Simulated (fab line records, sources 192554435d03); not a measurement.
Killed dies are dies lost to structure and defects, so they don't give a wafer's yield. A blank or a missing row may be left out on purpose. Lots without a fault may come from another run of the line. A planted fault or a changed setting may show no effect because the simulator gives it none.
Split-lot experiment | flow n5_finfet | 7 lots, 21 wafers read, on a route of 1938 steps

THE SPLIT
At N5_MOL_CONTACT_COAG_ALD_27 (deposits SiOC, target thk 17 nm, pulse time 1.5 s, time 2720 s), the setting time_s was moved away from the recipe's 2720 s on 2 of the 21 wafers read, by -18.9% to -5.7%. The other wafers ran this setting at the recipe's value.

The reading is taken at the split's own step.

THE READING
SiOC_of_MOL_CONTACT_COAG_ALD_27.thk_nm (the simulator's own value, which no gauge read), in nm, at N5_MOL_CONTACT_COAG_ALD_27 (deposits SiOC, target thk 17 nm, pulse time 1.5 s, time 2720 s). The file gives no usual value for it. The 19 wafers here that ran the recipe average 17.0 nm, standard deviation 0.065 nm.

wafer  | tool, chamber at the split | time_s as run, s | against the recipe | SiOC_of_MOL_CONTACT_COAG_ALD_27.thk_nm, nm | against lot-mates on the recipe
L076.1 | ald_sin-01, 0,2,1          | 2720             | recipe             | 17                                         | -
L076.3 | ald_sin-01, 0,2,1          | 2720             | recipe             | 17                                         | -
L076.4 | ald_sin-01, 0,2,1          | 2720             | recipe             | 17                                         | -
L079.2 | ald_sin-02, 0,3            | 2720             | recipe             | 17                                         | -
L079.4 | ald_sin-02, 0,3            | 2720             | recipe             | 17                                         | -
L079.6 | ald_sin-02, 1              | 2720             | recipe             | 16.8                                       | -
L080.4 | ald_sin-04, 3,3,2          | 2720             | recipe             | 17                                         | -
L080.5 | ald_sin-04, 3,3,2          | 2720             | recipe             | 17                                         | -
L080.6 | ald_sin-04, 3,3,2          | 2720             | recipe             | 17                                         | -
L081.1 | ald_sin-01, 2,3,0          | 2720             | recipe             | 17                                         | -
L081.3 | ald_sin-01, 2,3,0          | 2720             | recipe             | 17                                         | -
L081.6 | ald_sin-01, 2,3,0          | 2720             | recipe             | 17                                         | -
L089.1 | ald_sin-02, 0              | 2720             | recipe             | 17                                         | -
L089.5 | ald_sin-02, 0              | 2720             | recipe             | 17                                         | -
L089.4 | ald_sin-02, 2              | 2565             | -5.7%              | 16                                         | -1.0
L093.1 | ald_sin-01, 2,0,1          | 2720             | recipe             | 17                                         | -
L093.2 | ald_sin-01, 2,0,1          | 2720             | recipe             | 17                                         | -
L093.5 | ald_sin-01, 2,0,1          | 2720             | recipe             | 17                                         | -
L094.1 | ald_sin-02, 0              | 2720             | recipe             | 17                                         | -
L094.2 | ald_sin-02, 3              | 2720             | recipe             | 17.2                                       | -
L094.4 | ald_sin-02, 1              | 2207             | -18.9%             | 13.8                                       | -3.3
Where a row lists several chambers, the file gives one row for several wafers and doesn't say which wafer went through which chamber.

THE FIT
A straight line over all 21 wafers: SiOC_of_MOL_CONTACT_COAG_ALD_27.thk_nm changes by +0.17 nm for each +1% of time_s; r = +1.00; the points scatter about the line by 0.065 nm.
The same after taking each lot's own level away (the mean of its wafers on the recipe; 21 wafers): +0.175 nm for each +1%; r = +1.00; scatter 0.05 nm.
On that fit, the largest move of time_s shifts the reading by 3.3 nm.
The lots' own levels span 16.93 to 17.10 nm, that is 2.6 times the standard deviation above.
So the lot-to-lot level changes the slope little: the two slopes agree.
Check: with one of the wafers moved furthest among these (-18.9%) left out of the fit, the line predicts -3.31 nm for it against its lot-mates. It came out at -3.3 nm against them.

OTHER SPLITS ON THESE WAFERS
These wafers also went through other splits before the reading. Each is held against what the fit with the lots' levels taken away leaves over:
other split on the same wafers       | wafers away from the commonest value | r with SiOC_of_MOL_CONTACT_COAG_ALD_27.thk_nm (lot level and that fit taken away)
N5_SD_EPI_P_EPI_21 epi_growth_time_s | 9                                    | -0.26
N5_SD_ACTIVATION_LSA_01 temp_c       | 4                                    | -0.17
N5_GATE_CUT_ETCH_58 time_s           | 7                                    | -0.09
N5_GATE_CUT_ALD_22 ald_cycles        | 4                                    | +0.00
N5_GATE_CUT_CMP_23 down_force_psi    | 10                                   | +0.30

THE FILE'S OWN FIT
SiOC_of_MOL_CONTACT_COAG_ALD_27.thk_nm changes by +0.175 nm for each +1% of time_s, r = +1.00.
